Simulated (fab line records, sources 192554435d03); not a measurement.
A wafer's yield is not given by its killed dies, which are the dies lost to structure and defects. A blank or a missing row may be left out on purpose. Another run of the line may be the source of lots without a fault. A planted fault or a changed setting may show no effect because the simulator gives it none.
Which tool is to blame? / flow n5 finfet / Sampling: 10 lots, 30 wafers, 4 of 1938 route steps

WHAT THE GAUGES READ, wafer by wafer
N5_BEOL_M11_THK_MEAS_01. Usual: for M11_ILD_THK the level is 269 nm and the standard deviation is 3.3.
lot=L782; measured=day 11 21:04; on=film metro-02; M11_ILD_THK (nm)=264 272 269; flag=
lot=L783; measured=day 13 06:09; on=film metro-01; M11_ILD_THK (nm)=264 271 267; flag=
lot=L784; measured=day 13 11:09; on=film metro-02; M11_ILD_THK (nm)=261 269 266; flag=
lot=L785; measured=day 13 19:43; on=film metro-02; M11_ILD_THK (nm)=265 265 269; flag=
lot=L786; measured=day 14 03:50; on=film metro-02; M11_ILD_THK (nm)=271 269 272; flag=
lot=L790; measured=day 15 00:02; on=film metro-01; M11_ILD_THK (nm)=265 267 269; flag=
lot=L798; measured=day 16 16:38; on=film metro-02; M11_ILD_THK (nm)=266 266 266; flag=
lot=L804; measured=day 18 05:40; on=film metro-02; M11_ILD_THK (nm)=268 266 271; flag=
lot=L802; measured=day 18 23:48; on=film metro-02; M11_ILD_THK (nm)=270 269 277; flag=
lot=L803; measured=day 19 03:58; on=film metro-01; M11_ILD_THK (nm)=265 271 274; flag=

TOOL THAT RAN EACH LOT (tool first, then ch and the chambers of the sampled wafers, then the start)
lot=L782; N5_BEOL_M10_ETCH_66=rie diel-02 ch 0,2, day 11 17:51; N5_BEOL_M10_VIA_ETCH_34=rie diel-02 ch 0,2, day 11 17:58; N5_BEOL_M10_CVD_75=cvd co-01 ch 0,1,2, day 11 19:19
lot=L783; N5_BEOL_M10_ETCH_66=rie diel-04 ch 0,1,3, day 13 02:33; N5_BEOL_M10_VIA_ETCH_34=rie diel-04 ch 0,1,3, day 13 02:41; N5_BEOL_M10_CVD_75=cvd co-01 ch 0,2, day 13 04:26
lot=L784; N5_BEOL_M10_ETCH_66=rie diel-04 ch 0,3, day 13 07:11; N5_BEOL_M10_VIA_ETCH_34=rie diel-04 ch 0,3, day 13 07:19; N5_BEOL_M10_CVD_75=cvd co-01 ch 0,1, day 13 09:04
lot=L785; N5_BEOL_M10_ETCH_66=rie diel-04 ch 0,3, day 13 14:21; N5_BEOL_M10_VIA_ETCH_34=rie diel-04 ch 0,3, day 13 14:29; N5_BEOL_M10_CVD_75=cvd co-02 ch 1,2, day 13 17:43
lot=L786; N5_BEOL_M10_ETCH_66=rie diel-04 ch 2,3, day 13 23:53; N5_BEOL_M10_VIA_ETCH_34=rie diel-04 ch 2,3, day 14 00:00; N5_BEOL_M10_CVD_75=cvd co-01 ch 0,1, day 14 01:56
lot=L790; N5_BEOL_M10_ETCH_66=rie diel-04 ch 0,1, day 14 19:53; N5_BEOL_M10_VIA_ETCH_34=rie diel-04 ch 0,1, day 14 20:01; N5_BEOL_M10_CVD_75=cvd co-02 ch 0,2, day 14 21:50
lot=L798; N5_BEOL_M10_ETCH_66=rie diel-05 ch 0,1,3, day 16 11:41; N5_BEOL_M10_VIA_ETCH_34=rie diel-05 ch 0,1,3, day 16 11:48; N5_BEOL_M10_CVD_75=cvd co-01 ch 0,2, day 16 14:25
lot=L804; N5_BEOL_M10_ETCH_66=rie diel-02 ch 2,3, day 18 00:28; N5_BEOL_M10_VIA_ETCH_34=rie diel-02 ch 2,3, day 18 00:35; N5_BEOL_M10_CVD_75=cvd co-01 ch 0,2, day 18 03:55
lot=L802; N5_BEOL_M10_ETCH_66=rie diel-04 ch 0,1,2, day 18 20:17; N5_BEOL_M10_VIA_ETCH_34=rie diel-04 ch 0,1,2, day 18 20:25; N5_BEOL_M10_CVD_75=cvd co-02 ch 0,2, day 18 22:01
lot=L803; N5_BEOL_M10_ETCH_66=rie diel-04 ch 0,1,3, day 19 00:24; N5_BEOL_M10_VIA_ETCH_34=rie diel-04 ch 0,1,3, day 19 00:31; N5_BEOL_M10_CVD_75=cvd co-01 ch 0,1,2, day 19 02:14
- N5_BEOL_M10_ETCH_66: etches SOC in N2/H2, target depth 120 nm, overetch 24 nm, time 180 s.
- N5_BEOL_M10_VIA_ETCH_34: etches SiCOH lowk in C4F6/O2, target depth 184.5 nm, time 69.2 s.
- N5_BEOL_M10_CVD_75: deposits Co from CCTBA/H2, target thk 2 nm, time 138.9 s.

AS READ BY THE TOOLS THEMSELVES (means over the sampled wafers that have a number; for cases with no such wafer, the mark the record gives instead)
N5_BEOL_M10_ETCH_66. Usual: bias w 150.0 W, standard deviation 0.43; drypump motor current A 5.8 A, standard deviation 0.42; oes product au 0.66 a.u., standard deviation 0.079; rf vpp V 523.8 V, standard deviation 1.6; showerhead plenum p Torr 2.54 Torr, standard deviation 0.053; throttle valve pct 17.70 %, standard deviation 0.23.
lot=L782; tool=rie diel-02; bias w (W)=149.8; drypump motor current A (A)=5.8; oes product au (a.u.)=0.63; rf vpp V (V)=524.2; showerhead plenum p Torr (Torr)=2.55; throttle valve pct (%)=17.88; flag=
lot=L783; tool=rie diel-04; bias w (W)=150.4; drypump motor current A (A)=5.6; oes product au (a.u.)=0.70; rf vpp V (V)=524.4; showerhead plenum p Torr (Torr)=2.57; throttle valve pct (%)=17.67; flag=
lot=L784; tool=rie diel-04; bias w (W)=149.7; drypump motor current A (A)=5.6; oes product au (a.u.)=0.77; rf vpp V (V)=524.9; showerhead plenum p Torr (Torr)=2.57; throttle valve pct (%)=17.59; flag=
lot=L785; tool=rie diel-04; bias w (W)=149.9; drypump motor current A (A)=5.8; oes product au (a.u.)=0.74; rf vpp V (V)=524.1; showerhead plenum p Torr (Torr)=2.53; throttle valve pct (%)=17.51; flag=
lot=L786; tool=rie diel-04; bias w (W)=149.8; drypump motor current A (A)=5.6; oes product au (a.u.)=0.70; rf vpp V (V)=525.3; showerhead plenum p Torr (Torr)=2.57; throttle valve pct (%)=17.75; flag=
lot=L790; tool=rie diel-04; bias w (W)=150.0; drypump motor current A (A)=5.8; oes product au (a.u.)=0.73; rf vpp V (V)=523.8; showerhead plenum p Torr (Torr)=2.53; throttle valve pct (%)=17.45; flag=
lot=L798; tool=rie diel-05; bias w (W)=150.3; drypump motor current A (A)=6.0; oes product au (a.u.)=0.58; rf vpp V (V)=523.6; showerhead plenum p Torr (Torr)=2.53; throttle valve pct (%)=17.78; flag=
lot=L804; tool=rie diel-02; bias w (W)=150.3; drypump motor current A (A)=5.5; oes product au (a.u.)=0.64; rf vpp V (V)=524.2; showerhead plenum p Torr (Torr)=2.56; throttle valve pct (%)=17.93; flag=
lot=L802; tool=rie diel-04; bias w (W)=150.1; drypump motor current A (A)=5.9; oes product au (a.u.)=0.70; rf vpp V (V)=523.3; showerhead plenum p Torr (Torr)=2.52; throttle valve pct (%)=17.50; flag=
lot=L803; tool=rie diel-04; bias w (W)=150.4; drypump motor current A (A)=5.5; oes product au (a.u.)=0.68; rf vpp V (V)=524.0; showerhead plenum p Torr (Torr)=2.55; throttle valve pct (%)=17.60; flag=

N5_BEOL_M10_VIA_ETCH_34. Usual: bias w 185.0 W, standard deviation 0.53; drypump motor current A 5.8 A, standard deviation 0.42; oes product au 0.81 a.u., standard deviation 0.1; rf vpp V 665 V, standard deviation 5.6; showerhead plenum p Torr 2.85 Torr, standard deviation 0.058; throttle valve pct 20.79 %, standard deviation 0.22.
lot=L782; tool=rie diel-02; bias w (W)=184.5; drypump motor current A (A)=5.8; oes product au (a.u.)=0.78; rf vpp V (V)=672; showerhead plenum p Torr (Torr)=2.86; throttle valve pct (%)=20.96; flag=
lot=L783; tool=rie diel-04; bias w (W)=184.9; drypump motor current A (A)=5.6; oes product au (a.u.)=0.86; rf vpp V (V)=665; showerhead plenum p Torr (Torr)=2.88; throttle valve pct (%)=20.74; flag=
lot=L784; tool=rie diel-04; bias w (W)=185.3; drypump motor current A (A)=5.5; oes product au (a.u.)=0.96; rf vpp V (V)=658; showerhead plenum p Torr (Torr)=2.88; throttle valve pct (%)=20.69; flag=
lot=L785; tool=rie diel-04; bias w (W)=184.8; drypump motor current A (A)=5.8; oes product au (a.u.)=0.93; rf vpp V (V)=662; showerhead plenum p Torr (Torr)=2.83; throttle valve pct (%)=20.59; flag=
lot=L786; tool=rie diel-04; bias w (W)=185.2; drypump motor current A (A)=5.6; oes product au (a.u.)=0.87; rf vpp V (V)=659; showerhead plenum p Torr (Torr)=2.88; throttle valve pct (%)=20.86; flag=
lot=L790; tool=rie diel-04; bias w (W)=184.4; drypump motor current A (A)=5.8; oes product au (a.u.)=0.90; rf vpp V (V)=667; showerhead plenum p Torr (Torr)=2.83; throttle valve pct (%)=20.52; flag=
lot=L798; tool=rie diel-05; bias w (W)=184.7; drypump motor current A (A)=6.0; oes product au (a.u.)=0.72; rf vpp V (V)=665; showerhead plenum p Torr (Torr)=2.83; throttle valve pct (%)=20.89; flag=
lot=L804; tool=rie diel-02; bias w (W)=185.2; drypump motor current A (A)=5.5; oes product au (a.u.)=0.80; rf vpp V (V)=668; showerhead plenum p Torr (Torr)=2.86; throttle valve pct (%)=20.94; flag=
lot=L802; tool=rie diel-04; bias w (W)=184.7; drypump motor current A (A)=5.8; oes product au (a.u.)=0.88; rf vpp V (V)=666; showerhead plenum p Torr (Torr)=2.82; throttle valve pct (%)=20.60; flag=
lot=L803; tool=rie diel-04; bias w (W)=184.7; drypump motor current A (A)=5.6; oes product au (a.u.)=0.85; rf vpp V (V)=663; showerhead plenum p Torr (Torr)=2.86; throttle valve pct (%)=20.68; flag=

N5_BEOL_M10_CVD_75. Usual: run length s at 161.4 s, with a standard deviation of 0.43.
lot=L782; tool=cvd co-01; run length s (s)=161.4; flag=
lot=L783; tool=cvd co-01; run length s (s)=161.2; flag=
lot=L784; tool=cvd co-01; run length s (s)=161.2; flag=
lot=L785; tool=cvd co-02; run length s (s)=161.3; flag=
lot=L786; tool=cvd co-01; run length s (s)=161.1; flag=
lot=L790; tool=cvd co-02; run length s (s)=179.2; flag=OFF
lot=L798; tool=cvd co-01; run length s (s)=161.2; flag=
lot=L804; tool=cvd co-01; run length s (s)=161.0; flag=
lot=L802; tool=cvd co-02; run length s (s)=161.9; flag=
lot=L803; tool=cvd co-01; run length s (s)=161.4; flag=

THE ANSWER, worked out from the rows above alone
Rule: a lot is off if the mean of its wafers that have a number lies more than 3 standard deviations from the usual mean. Also off: a lot with no number at a reading for which 4 or more lots have one. All remaining lots with rows at the step are treated as sound. Order of review: gauges by route order, followed by the tools' own readings, for which a lot's mean as printed above is used. At the first step where some lot is off, the reading lying furthest off is the one used; lots without a number count as furthest.
Off: L790 (N5_BEOL_M10_CVD_75, run length s).
A tool fits if, at that step or a process step before it, it ran every lot that is off, and no sound lot after the first of them. Of those tried, none fits.

WHAT WAS PUT IN BY THE SIMULATOR
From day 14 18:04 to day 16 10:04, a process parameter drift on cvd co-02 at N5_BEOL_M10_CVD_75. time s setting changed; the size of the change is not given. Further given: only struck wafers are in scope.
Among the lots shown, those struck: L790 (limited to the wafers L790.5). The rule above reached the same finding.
